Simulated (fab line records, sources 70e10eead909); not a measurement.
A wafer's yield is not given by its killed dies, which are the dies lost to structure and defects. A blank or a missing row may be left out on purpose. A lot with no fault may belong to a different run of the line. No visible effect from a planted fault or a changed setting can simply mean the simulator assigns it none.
fab line records	flow nand-harc
[record] lots = 24	wafers = 72	last-day = 34
route steps=1302 shown A_STAIRCASE@835 A_SGD_CUT@901 A_SLIT@922
lots that met no fault: taken from a fault-free run of the same line
start-h: start of the lot's first displayed wafer, in hours after the record's first day	wait-h: hours since the lot's step before	" repeats the value in the row above	L1.1+2: several wafers, shown together as one row	- value missing, or start not given	* or withheld: withheld	< > ~ a bound
route shown NAME@n: NAME is a module with steps in the file, n the number in the route of the first one	usual: mean/standard deviation taken from wafers without a fault	same: alike in all rows	chamber/n: place in a boat	sites: each site's reading	_std_site: standard deviation across them	_edge_site: mean of outer sites minus mean of inner sites	radius-mm: for every site, how far away it sits from the centre of the wafer	mask NAME#n: copy n	behind: the last tool/chamber to shape the wafer	hold: why the lot was held/for how many hours/how that ended	device: which transistor (n, p or np) failed to switch	end of line: tests of these same wafers at the route's end	where a step has no rows: the recipe by itself	killed: at the first sort, the dies lost to defects and structure; wafer yield is something else	map: a wafer's dies, marking killed ones x, the rest . and places with no die _
set.NAME: the setting as run; set.NAME@STEP: as run at that earlier step	model.NAME: the simulator's own value behind a step, which no gauge read
one table for each step of the route and one row for each wafer, over a sample of lots
services: from which hour (start-h, from the record's first day; less than 0 if before it) a tool's chamber was out of use, for how many hours, and why
[[steps]]
[step NHARC_A_STAIRCASE_ETCH_315]
[recipe] target-depth-a = 25000	time-s = 607.1	ion-energy-ev = 800	c4f8-flow-sccm = 80	o2-flow-sccm = 60	ar-flow-sccm = withheld	rf-w = 600	bias-w = 3000	chemistry = C4F8/O2/Ar
[usual] bias-w = 2999/8.4	oes-product-au = 0.930/0.011	rf-vpp-V = 1825/12
lot.wafer	tool	chamber	start-h	wait-h	bias-w	oes-product-au	rf-hours-counter-h	rf-vpp-V
L074.1	rie-diel-02	2	-	-	3016	0.917	1	1825
L074.4	"	0	"	"	3002	0.922	1	1835
L074.6	"	3	"	"	2990	0.917	-	1843
L077.4	rie-diel-02	1	-	-	3012	0.947	2	1842
L077.5	"	0	"	"	2993	0.933	-	1835
L077.6	"	1	"	"	2998	0.934	-	1842
L075.2	rie-diel-07	2	-	-	3015	0.933	39	1811
L075.5	"	3	"	"	2989	0.929	-	1829
L075.6	"	0	"	"	2995	0.935	-	1815
L076.1	rie-diel-02	2	-	-	3009	0.928	4	1824
L076.2	"	3	"	"	2999	0.942	3	1844
L076.5	"	2	"	"	2999	0.927	-	1824
L079.4	rie-diel-07	3	-	-	2995	0.932	38	1830
L079.2	"	1	"	"	2994	0.926	41	1826
L079.5	"	3	"	"	3000	0.932	-	1829
L078.3	rie-diel-07	0	-	-	2997	0.914	37	1814
L078.5	"	3	"	"	2988	0.919	-	1830
L078.6	"	0	"	"	2995	0.927	-	1813
L080.4	rie-diel-10	3	-	-	3002	0.946	3	1816
L080.5	"	0	"	"	2996	0.955	-	1843
L080.6	"	1	"	"	2988	0.935	-	1811
L081.2	rie-diel-07	2	-	-	3002	0.939	44	1811
L081.5	"	3	"	"	2992	0.942	-	1829
L081.6	"	0	"	"	3014	0.930	-	1814
L082.1	rie-diel-02	0	-	-	3000	0.927	13	1834
L082.2	"	2	"	"	2998	0.904	27	1824
L082.4	"	3	"	"	3013	0.914	-	1841
L083.1	rie-diel-07	0	-	-	3006	0.917	3	1813
L083.3	"	2	"	"	2997	0.927	4	1810
L083.2	"	3	"	"	2999	0.910	3	1829
L085.1	rie-diel-07	3	-	-	3010	0.916	4	1828
L085.3	"	0	"	"	2998	0.915	4	1814
L085.4	"	2	"	"	2993	0.932	5	1809
L084.3	rie-diel-07	1	-	-	3005	0.927	5	1828
L084.2	"	2	"	"	2987	0.933	5	1809
L084.6	"	3	"	"	3009	0.912	-	1829
L086.2	rie-diel-02	0	-	-	2999	0.925	23	1833
L086.1	"	3	"	"	3000	0.927	38	1841
L086.5	"	0	"	"	2997	0.910	-	1831
L087.1	rie-diel-07	3	-	-	3005	0.919	8	1828
L087.6	"	1	"	"	3013	0.918	-	1825
L087.5	"	2	"	"	2996	0.933	-	1811
L089.4	rie-diel-10	1	-	-	3010	0.940	34	1810
L089.2	"	2	"	"	2996	0.938	29	1816
L089.6	"	3	"	"	2996	0.941	-	1817
L088.1	rie-diel-10	2	-	-	3010	0.932	34	1816
L088.6	"	2	"	"	2999	0.931	-	1816
L088.5	"	3	"	"	2997	0.939	-	1817
L090.1	rie-diel-10	3	-	-	3002	0.916	44	1816
L090.4	"	1	"	"	3010	0.935	47	1808
L090.5	"	3	"	"	2992	0.925	-	1816
L091.1	rie-diel-10	3	-	-	2987	0.920	53	1817
L091.3	"	0	"	"	3008	0.946	55	1843
L091.2	"	2	"	"	3000	0.932	51	1815
L092.1	rie-diel-10	0	-	-	2996	0.942	56	1842
L092.4	"	1	"	"	2995	0.930	54	1809
L092.3	"	2	"	"	2999	0.921	51	1816
L093.2	rie-diel-10	2	-	-	3008	0.931	53	1815
L093.1	"	0	"	"	3000	0.936	57	1842
L093.4	"	0	"	"	2991	0.942	-	1842
L094.1	rie-diel-07	0	-	-	2988	0.924	31	1812
L094.2	"	1	"	"	3015	0.937	34	1826
L094.5	"	0	"	"	2994	0.919	-	1812
L095.3	rie-diel-10	1	-	-	2995	0.929	2	1848
L095.4	"	0	"	"	3001	0.928	3	1843
L095.6	"	2	"	"	2999	0.944	-	1817
L097.2	rie-diel-02	3	-	-	3004	0.924	10	1840
L097.6	"	3	"	"	2996	0.926	-	1840
L097.5	"	0	"	"	2983	0.943	-	1833
L096.1	rie-diel-02	2	-	-	3008	0.939	16	1822
L096.2	"	0	"	"	2984	0.936	13	1833
L096.6	"	2	"	"	3004	0.933	-	1822
[step NHARC_A_STAIRCASE_DEP_471]
[recipe] target-thk-a = 1000	temp-c = 400	pressure-torr = 6.5	rf-w = 900	teos-flow-sccm = 161.4	flow-sccm = 2650	target-thk-nm = 100	gas = O2	material = SiO2
[usual] heater-power-w = 527/79	susceptor-temp-C = 400.03/0.25	throttle-valve-pct = 15.6/0.43
lot.wafer	tool	chamber	start-h	wait-h	heater-power-w	susceptor-temp-C	throttle-valve-pct
L074.1	pecvd-03	0	456.41	-	468	399.79	15.6
L074.6	"	1	"	"	552	400.28	15.7
L074.4	"	2	"	"	596	400.05	15.8
L077.4	pecvd-02	1	457.44	-	660	400.10	15.9
L077.5	"	0	"	"	463	400.60	15.1
L077.6	"	1	"	"	519	400.10	15.9
L075.2	pecvd-02	0	463.22	-	438	400.47	15.2
L075.6	"	0	"	"	439	400.20	15.3
L075.5	"	1	"	"	607	399.72	15.9
L076.1	pecvd-03	1	470.63	-	543	400.06	15.6
L076.2	"	2	"	"	606	400.33	15.8
L076.5	"	2	"	"	618	399.96	15.7
L078.3	pecvd-02	0	485.30	-	403	399.98	15.4
L078.6	"	0	"	"	399	399.66	15.5
L078.5	"	1	"	"	613	400.23	16.1
L079.2	pecvd-02	0	488.13	-	466	399.81	15.4
L079.4	"	0	"	"	460	400.07	15.3
L079.5	"	1	"	"	602	400.29	16.1
L080.6	pecvd-04	2	495.54	-	397	400.25	16.3
L080.4	"	0	"	"	588	399.80	15.4
L080.5	"	1	"	"	478	400.43	14.8
L081.2	pecvd-04	1	495.68	-	498	399.87	14.7
L081.5	"	0	"	"	650	400.14	15.4
L081.6	"	1	"	"	493	399.80	14.8
L082.1	pecvd-02	1	531.31	-	548	399.93	15.8
L082.2	"	0	"	"	427	399.88	15.3
L082.4	"	0	"	"	423	399.95	15.3
L083.3	pecvd-04	1	540.66	-	492	400.46	15.0
L083.1	"	2	"	"	525	400.10	16.5
L083.2	"	0	"	"	631	400.12	15.4
L084.2	pecvd-03	2	540.91	-	592	400.06	15.8
L084.3	"	0	"	"	447	399.97	15.7
L084.6	"	2	"	"	598	400.35	15.9
L085.3	pecvd-04	1	541.38	-	519	400.08	14.7
L085.1	"	2	"	"	498	400.08	16.2
L085.4	"	1	"	"	507	399.99	15.0
L086.1	pecvd-02	1	554.72	-	582	399.42	16.3
L086.2	"	0	"	"	455	400.14	15.3
L086.5	"	1	"	"	579	399.87	15.9
L087.1	pecvd-02	1	565.48	-	586	400.12	15.9
L087.6	"	1	"	"	613	400.24	16.1
L087.5	"	0	"	"	475	400.10	15.5
L088.1	pecvd-03	0	581.91	-	502	400.30	16.0
L088.6	"	2	"	"	637	399.58	15.1
L088.5	"	0	"	"	502	400.22	15.7
L089.2	pecvd-02	2	582.18	-	507	400.72	15.7
L089.4	"	0	"	"	446	399.66	15.5
L089.6	"	1	"	"	623	399.48	16.3
L090.1	pecvd-04	1	615.23	-	434	400.14	14.9
L090.5	"	1	"	"	430	399.68	15.1
L090.4	"	2	"	"	534	400.36	16.4
L092.1	pecvd-03	1	626.32	-	434	400.17	15.9
L092.4	"	1	"	"	435	400.52	15.5
L092.3	"	2	"	"	713	399.98	15.2
L091.2	pecvd-04	0	627.28	-	610	400.04	15.4
L091.1	"	1	"	"	484	400.19	15.0
L091.3	"	2	"	"	412	399.68	16.7
L094.2	pecvd-02	2	633.13	-	514	399.92	15.6
L094.1	"	0	"	"	488	399.99	15.6
L094.5	"	1	"	"	612	400.16	16.0
L093.1	pecvd-03	2	633.30	-	552	399.82	15.4
L093.2	"	1	"	"	489	400.10	15.8
L093.4	"	1	"	"	513	399.81	15.6
L095.3	pecvd-03	1	657.84	-	399	400.44	15.7
L095.4	"	1	"	"	403	400.18	15.6
L095.6	"	2	"	"	678	400.04	15.7
L097.2	pecvd-04	0	664.42	-	591	400.44	15.9
L097.6	"	1	"	"	539	399.70	14.9
L097.5	"	0	"	"	588	400.04	16.0
L096.2	pecvd-04	0	670.61	-	571	399.81	16.0
L096.1	"	1	"	"	538	400.24	15.0
L096.6	"	1	"	"	396	400.44	14.9
[step NHARC_A_SGD_CUT_CD_MEAS_09]
[recipe] target-cd-nm = 100	landing-energy-ev = 500
[usual] cd-nm = 100.0/0.58
lot.wafer	tool	chamber	start-h	wait-h	cd-nm
L074.1	cd-sem-01	0	457.84	-	100.7
L074.4	"	0	"	"	100.1
L074.6	"	0	"	"	100.3
L077.4	cd-sem-01	0	458.81	-	98.8
L077.5	"	0	"	"	100.0
L077.6	"	0	"	"	98.8
L075.2	cd-sem-03	0	464.72	-	100.7
L075.5	"	0	"	"	100.3
L075.6	"	0	"	"	100.9
L076.1	cd-sem-03	0	472.01	-	100.7
L076.2	"	0	"	"	100.3
L076.5	"	0	"	"	99.9
L078.3	cd-sem-03	0	486.71	-	100.8
L078.5	"	0	"	"	100.6
L078.6	"	0	"	"	100.7
L079.2	cd-sem-02	0	489.66	-	100.5
L079.4	"	0	"	"	100.4
L079.5	"	0	"	"	101.0
L080.4	cd-sem-03	0	496.74	-	100.2
L080.5	"	0	"	"	100.4
L080.6	"	0	"	"	99.8
L081.2	cd-sem-01	0	497.03	-	99.4
L081.5	"	0	"	"	99.3
L081.6	"	0	"	"	99.3
L082.1	cd-sem-03	0	532.80	-	100.1
L082.2	"	0	"	"	99.9
L082.4	"	0	"	"	100.3
L083.1	cd-sem-02	0	542.06	-	100.8
L083.2	"	0	"	"	99.6
L083.3	"	0	"	"	99.7
L084.2	cd-sem-02	0	542.37	-	99.7
L084.3	"	0	"	"	99.7
L084.6	"	0	"	"	100.1
L085.1	cd-sem-02	0	542.65	-	100.4
L085.3	"	0	"	"	100.5
L085.4	"	0	"	"	100.4
L086.1	cd-sem-02	0	556.09	-	99.9
L086.2	"	0	"	"	100.5
L086.5	"	0	"	"	100.5
L087.1	cd-sem-02	0	566.97	-	101.0
L087.5	"	0	"	"	100.4
L087.6	"	0	"	"	100.6
L088.1	cd-sem-01	0	583.35	-	100.2
L088.5	"	0	"	"	100.8
L088.6	"	0	"	"	100.6
L089.2	cd-sem-03	0	583.56	-	100.3
L089.4	"	0	"	"	100.5
L089.6	"	0	"	"	100.3
L090.1	cd-sem-03	0	616.60	-	99.7
L090.4	"	0	"	"	99.9
L090.5	"	0	"	"	99.1
L092.1	cd-sem-01	0	627.68	-	99.9
L092.3	"	0	"	"	101.0
L092.4	"	0	"	"	99.7
L091.1	cd-sem-01	0	628.68	-	100.9
L091.2	"	0	"	"	99.8
L091.3	"	0	"	"	99.8
L094.1	cd-sem-03	0	634.41	-	99.7
L094.2	"	0	"	"	100.2
L094.5	"	0	"	"	99.7
L093.1	cd-sem-01	0	634.78	-	99.1
L093.2	"	0	"	"	99.0
L093.4	"	0	"	"	99.3
L095.3	cd-sem-03	0	659.25	-	99.3
L095.4	"	0	"	"	99.7
L095.6	"	0	"	"	99.7
L097.2	cd-sem-03	0	665.64	-	99.5
L097.5	"	0	"	"	99.9
L097.6	"	0	"	"	100.1
L096.1	cd-sem-01	0	672.01	-	98.9
L096.2	"	0	"	"	99.1
L096.6	"	0	"	"	99.4
[step NHARC_A_SGD_CUT_STRIP_17]
[recipe] o2-flow-sccm = 500	ar-flow-sccm = 0	bias-w = 0	chemistry = O2
[usual] drypump-motor-current-A = 5.6/0.56	oes-product-au = 0.999/0.01	rf-vpp-V = 57.7/0.92	showerhead-plenum-p-Torr = 3.50/0.16	throttle-valve-pct = 17.036/0.0082
[same] bias-w = 0
lot.wafer	tool	chamber	start-h	wait-h	drypump-motor-current-A	oes-product-au	rf-hours-counter-h	rf-vpp-V	showerhead-plenum-p-Torr	throttle-valve-pct
L074.4	rie-diel-11	0	-	-	4.8	0.988	1	57.4	3.60	17.033
L074.1	"	3	"	"	6.2	1.004	1	57.5	3.32	17.039
L074.6	"	1	"	"	5.2	0.991	-	58.0	3.76	17.019
L077.4	rie-diel-01	2	-	-	4.8	1.000	4	58.0	3.78	17.044
L077.5	"	1	"	"	6.2	1.001	-	58.0	3.45	17.029
L077.6	"	2	"	"	4.8	0.993	-	59.0	3.78	17.053
L075.2	rie-diel-01	1	-	-	6.2	0.995	4	57.0	3.45	17.036
L075.6	"	3	"	"	6.1	0.993	-	57.5	3.42	17.040
L075.5	"	0	"	"	5.1	1.003	-	57.2	3.32	17.030
L076.1	rie-diel-09	0	-	-	6.4	1.004	13	57.8	3.40	17.048
L076.2	"	2	"	"	6.1	0.992	12	57.2	3.46	17.032
L076.5	"	1	"	"	6.1	0.996	-	55.7	3.56	17.034
L078.3	rie-diel-09	0	-	-	6.4	1.014	15	57.9	3.40	17.041
L078.5	"	2	"	"	6.1	0.998	-	58.5	3.46	17.034
L078.6	"	3	"	"	5.5	1.005	-	56.7	3.32	17.042
L079.4	rie-diel-09	2	-	-	6.1	0.995	14	57.7	3.46	17.040
L079.2	"	0	"	"	6.4	1.007	15	59.2	3.40	17.039
L079.5	"	2	"	"	6.1	1.000	-	57.3	3.46	17.038
L080.4	rie-diel-11	0	-	-	4.8	0.974	3	57.5	3.60	17.038
L080.5	"	0	"	"	4.8	0.984	-	57.4	3.60	17.033
L080.6	"	1	"	"	5.2	1.002	-	59.1	3.76	17.038
L081.2	rie-diel-01	2	-	-	4.8	1.000	6	57.0	3.78	17.039
L081.5	"	1	"	"	6.2	1.008	-	57.1	3.45	17.049
L081.6	"	2	"	"	4.8	0.995	-	58.1	3.78	17.034
L082.2	rie-diel-11	2	-	-	5.4	0.985	6	58.0	3.49	17.041
L082.1	"	3	"	"	6.2	1.001	5	57.3	3.31	17.036
L082.4	"	0	"	"	4.8	0.985	5	58.5	3.60	17.039
L083.1	rie-diel-11	1	-	-	5.2	0.999	6	59.2	3.76	17.044
L083.3	"	2	"	"	5.4	0.995	7	57.5	3.49	17.029
L083.2	"	0	"	"	4.8	0.989	5	58.9	3.59	17.044
L084.3	rie-diel-09	1	-	-	6.1	0.988	4	58.0	3.56	17.036
L084.2	"	2	"	"	6.1	0.988	4	57.8	3.46	17.047
L084.6	"	1	"	"	6.1	0.983	-	58.1	3.56	17.045
L085.1	rie-diel-01	2	-	-	4.8	0.992	8	58.4	3.78	17.030
L085.4	"	3	"	"	6.0	0.983	9	58.3	3.41	17.036
L085.3	"	1	"	"	6.2	1.012	8	57.4	3.45	17.051
L086.2	rie-diel-11	2	-	-	5.4	1.010	8	57.5	3.49	17.035
L086.1	"	3	"	"	6.2	1.002	7	56.5	3.31	17.038
L086.5	"	3	"	"	6.1	0.997	-	56.7	3.31	17.040
L087.1	rie-diel-09	3	-	-	5.6	1.002	6	58.1	3.31	17.031
L087.6	"	2	"	"	6.1	0.987	-	58.0	3.45	17.037
L087.5	"	3	"	"	5.5	1.014	-	57.4	3.31	17.032
L088.1	rie-diel-01	2	-	-	4.8	0.987	1	58.9	3.77	17.031
L088.5	"	1	"	"	6.2	1.005	-	59.1	3.45	17.045
L088.6	"	2	"	"	4.8	0.994	-	58.0	3.77	17.033
L089.4	rie-diel-11	2	-	-	5.5	1.012	10	57.4	3.48	17.033
L089.2	"	3	"	"	6.2	1.005	9	56.4	3.31	17.036
L089.6	"	1	"	"	5.2	0.986	-	58.8	3.75	17.049
L090.4	rie-diel-09	1	-	-	6.1	0.997	12	56.8	3.55	17.035
L090.1	"	0	"	"	6.4	1.013	12	57.2	3.39	17.039
L090.5	"	1	"	"	6.1	0.991	-	57.7	3.55	17.042
L092.1	rie-diel-01	2	-	-	4.8	0.993	3	59.8	3.77	17.043
L092.3	"	3	"	"	6.0	0.982	3	57.8	3.41	17.038
L092.4	"	0	"	"	5.1	0.992	3	57.7	3.32	17.024
L091.2	rie-diel-11	3	-	-	6.2	1.000	1	56.0	3.31	17.054
L091.3	"	1	"	"	5.1	1.024	1	58.4	3.75	17.046
L091.1	"	2	"	"	5.4	0.991	1	56.5	3.48	17.030
L094.1	rie-diel-01	3	-	-	6.1	0.992	3	55.5	3.41	17.026
L094.2	"	0	"	"	5.1	1.014	3	59.0	3.32	17.047
L094.5	"	1	"	"	6.2	1.013	-	57.0	3.45	17.028
L093.2	rie-diel-11	3	-	-	6.2	1.009	1	57.2	3.31	17.022
L093.4	"	0	"	"	4.8	1.013	2	57.6	3.59	17.036
L093.1	"	1	"	"	5.2	1.018	2	58.3	3.75	17.041
L095.3	rie-diel-11	2	-	-	5.4	0.984	2	56.2	3.48	17.033
L095.4	"	3	"	"	6.2	1.006	3	55.9	3.31	17.016
L095.6	"	1	"	"	5.1	1.022	-	57.9	3.75	17.045
L097.2	rie-diel-11	2	-	-	5.4	0.996	3	58.3	3.48	17.032
L097.6	"	2	"	"	5.5	1.003	-	58.7	3.48	17.046
L097.5	"	3	"	"	6.2	1.010	-	57.7	3.31	17.033
L096.2	rie-diel-01	3	-	-	6.0	0.982	6	58.9	3.41	17.043
L096.1	"	0	"	"	5.1	1.014	6	58.8	3.32	17.032
L096.6	"	0	"	"	5.1	1.012	-	56.0	3.32	17.016
[step NHARC_A_SGD_CUT_INSPECT_25]
[usual] raw-defect-count = 394/98
lot.wafer	tool	chamber	start-h	wait-h	raw-defect-count
L077.4	defect-inspect-02	-	464.39	-	415
L077.5	"	-	"	"	765
L077.6	"	-	"	"	656
L074.1	defect-inspect-01	-	464.48	-	340
L074.4	"	-	"	"	322
L074.6	"	-	"	"	327
L075.2	defect-inspect-01	-	471.52	-	375
L075.5	"	-	"	"	346
L075.6	"	-	"	"	379
L076.1	defect-inspect-02	-	478.84	-	551
L076.2	"	-	"	"	477
L076.5	"	-	"	"	452
L079.2	defect-inspect-02	-	495.13	-	364
L079.4	"	-	"	"	428
L079.5	"	-	"	"	364
L078.3	defect-inspect-01	-	495.15	-	325
L078.5	"	-	"	"	363
L078.6	"	-	"	"	410
L080.4	defect-inspect-01	-	503.52	-	436
L080.5	"	-	"	"	397
L080.6	"	-	"	"	431
L081.2	defect-inspect-02	-	503.53	-	299
L081.5	"	-	"	"	489
L081.6	"	-	"	"	404
L082.1	defect-inspect-01	-	539.45	-	445
L082.2	"	-	"	"	381
L082.4	"	-	"	"	507
L084.2	defect-inspect-02	-	548.86	-	328
L084.3	"	-	"	"	272
L084.6	"	-	"	"	316
L083.1	defect-inspect-01	-	548.87	-	235
L083.2	"	-	"	"	314
L083.3	"	-	"	"	220
L085.1	defect-inspect-02	-	549.13	-	242
L085.3	"	-	"	"	426
L085.4	"	-	"	"	326
L086.1	defect-inspect-01	-	563.12	-	445
L086.2	"	-	"	"	490
L086.5	"	-	"	"	554
L087.1	defect-inspect-01	-	573.61	-	202
L087.5	"	-	"	"	329
L087.6	"	-	"	"	324
L088.1	defect-inspect-01	-	591.20	-	482
L088.5	"	-	"	"	308
L088.6	"	-	"	"	369
L089.2	defect-inspect-02	-	591.26	-	416
L089.4	"	-	"	"	305
L089.6	"	-	"	"	355
L090.1	defect-inspect-02	-	623.40	-	502
L090.4	"	-	"	"	496
L090.5	"	-	"	"	925
L092.1	defect-inspect-01	-	634.37	-	520
L092.3	"	-	"	"	402
L092.4	"	-	"	"	476
L091.1	defect-inspect-02	-	634.39	-	356
L091.2	"	-	"	"	298
L091.3	"	-	"	"	410
L093.1	defect-inspect-01	-	641.22	-	277
L093.2	"	-	"	"	388
L093.4	"	-	"	"	310
L094.1	defect-inspect-02	-	641.23	-	314
L094.2	"	-	"	"	298
L094.5	"	-	"	"	330
L095.3	defect-inspect-02	-	669.23	-	370
L095.4	"	-	"	"	310
L095.6	"	-	"	"	289
L097.2	defect-inspect-02	-	672.30	-	417
L097.5	"	-	"	"	351
L097.6	"	-	"	"	415
L096.1	defect-inspect-01	-	678.84	-	459
L096.2	"	-	"	"	404
L096.6	"	-	"	"	434
[step NHARC_A_SLIT_DEP_25]
[recipe] target-thk-a = 2000	temp-c = 400	pressure-torr = 6.5	rf-w = 900	teos-flow-sccm = 161.4	flow-sccm = 2650	target-thk-nm = 200	gas = O2	material = SiO2
[usual] heater-power-w = 544/94	susceptor-temp-C = 400.04/0.21	throttle-valve-pct = 15.8/0.53
lot.wafer	tool	chamber	start-h	wait-h	heater-power-w	susceptor-temp-C	throttle-valve-pct
L074.1	pecvd-04	2	464.68	0.2	482	399.94	16.7
L074.4	"	2	"	"	488	400.00	16.4
L074.6	"	0	"	"	588	400.01	15.2
L077.4	pecvd-01	1	464.77	0.4	591	400.29	16.6
L077.6	"	2	"	"	652	400.16	16.9
L077.5	"	0	"	"	688	399.82	15.6
L075.2	pecvd-01	1	471.66	0.1	579	399.98	16.6
L075.5	"	2	"	"	612	400.36	16.7
L075.6	"	0	"	"	575	399.91	15.5
L076.2	pecvd-01	0	478.94	0.1	703	399.85	15.6
L076.1	"	1	"	"	566	400.05	16.7
L076.5	"	0	"	"	705	400.12	15.5
L079.2	pecvd-03	0	495.24	0.1	447	400.16	15.8
L079.5	"	2	"	"	712	400.10	15.7
L079.4	"	0	"	"	446	400.32	15.9
L078.3	pecvd-04	0	495.26	0.1	572	399.70	15.2
L078.6	"	2	"	"	502	400.17	16.2
L078.5	"	0	"	"	580	399.96	15.5
L081.2	pecvd-03	0	503.67	0.1	458	400.18	15.6
L081.5	"	1	"	"	528	399.98	15.7
L081.6	"	0	"	"	458	400.55	15.8
L080.5	pecvd-04	0	503.70	0.2	616	400.14	15.6
L080.4	"	1	"	"	503	400.30	14.9
L080.6	"	2	"	"	495	400.07	16.5
L082.1	pecvd-03	1	539.52	0.1	525	400.23	15.9
L082.2	"	2	"	"	705	399.96	15.9
L082.4	"	2	"	"	689	399.99	15.5
L084.2	pecvd-01	1	548.99	0.1	526	400.36	15.7
L084.3	"	1	"	"	530	400.10	15.7
L084.6	"	1	"	"	529	400.28	15.8
L083.1	pecvd-04	0	549.17	0.3	636	399.91	15.4
L083.2	"	1	"	"	398	400.15	15.0
L083.3	"	2	"	"	397	400.22	16.7
L085.1	pecvd-04	0	549.44	0.3	556	400.09	15.5
L085.3	"	1	"	"	493	400.03	14.8
L085.4	"	1	"	"	504	399.76	15.1
L086.2	pecvd-03	1	563.19	0.1	474	399.67	15.8
L086.1	"	0	"	"	498	399.81	15.9
L086.5	"	1	"	"	485	399.75	15.6
L087.1	pecvd-03	2	573.67	0.1	567	400.20	15.5
L087.5	"	2	"	"	578	400.08	15.1
L087.6	"	1	"	"	523	400.17	15.8
L088.1	pecvd-03	0	591.35	0.1	498	400.48	15.6
L088.6	"	1	"	"	490	400.36	15.5
L088.5	"	2	"	"	678	400.01	15.5
L089.2	pecvd-01	0	591.36	0.1	739	399.79	15.3
L089.4	"	0	"	"	776	400.11	15.3
L089.6	"	1	"	"	551	400.00	15.8
L090.1	pecvd-01	1	623.55	0.1	457	399.95	16.0
L090.5	"	0	"	"	674	400.08	15.8
L090.4	"	1	"	"	488	399.86	15.9
L092.1	pecvd-01	0	634.44	0.1	753	400.23	15.4
L092.3	"	1	"	"	532	399.82	15.9
L092.4	"	0	"	"	752	400.37	15.6
L091.1	pecvd-03	0	634.46	0.1	401	399.75	16.2
L091.2	"	1	"	"	448	399.99	15.6
L091.3	"	2	"	"	565	399.90	15.5
L093.1	pecvd-01	1	641.31	0.1	436	399.95	16.1
L093.2	"	0	"	"	648	399.95	15.4
L093.4	"	0	"	"	673	399.67	15.7
L094.2	pecvd-03	1	641.42	0.2	439	399.92	15.8
L094.1	"	2	"	"	654	400.57	15.6
L094.5	"	0	"	"	466	400.01	16.1
L095.3	pecvd-03	1	669.37	0.1	458	399.92	15.5
L095.6	"	2	"	"	677	399.97	15.5
L095.4	"	0	"	"	430	399.80	16.0
L097.2	pecvd-01	2	672.41	0.1	508	399.80	16.7
L097.6	"	1	"	"	411	400.10	16.1
L097.5	"	2	"	"	527	400.11	16.6
L096.2	pecvd-04	0	678.91	0.1	633	400.30	15.9
L096.1	"	2	"	"	529	400.33	15.8
L096.6	"	0	"	"	622	400.15	16.2
[[services]]
tool	chamber	start-h	hours	kind
pecvd-02	2	384.12	186.0	repair
rie-diel-11	3	390.88	4.5	repair
pecvd-02	-	408.37	13.0	pm
pecvd-04	0	424.12	5.8	repair
rie-diel-11	-	432.50	9.0	pm
rie-diel-07	-	432.78	0.3	repair
pecvd-04	-	450.22	13.0	pm
rie-diel-07	-	472.53	9.0	pm
pecvd-01	-	492.45	13.0	pm
rie-diel-07	0	503.72	12.5	repair
pecvd-02	-	510.94	0.2	repair
rie-diel-11	-	511.24	0.2	repair
pecvd-03	-	513.30	0.4	repair
pecvd-03	-	547.37	13.0	pm
rie-diel-11	0	577.44	3.4	repair
pecvd-03	1	578.14	8.5	repair
rie-diel-11	1	584.82	2.9	repair
pecvd-03	1	607.06	4.6	repair
rie-diel-11	-	609.50	9.0	pm
pecvd-03	0	613.21	20.7	repair
rie-diel-11	-	619.78	2.1	repair
pecvd-04	-	631.22	13.0	pm
rie-diel-11	-	651.67	0.1	repair
rie-diel-11	2	678.36	9.3	repair
[[key]]
fault none
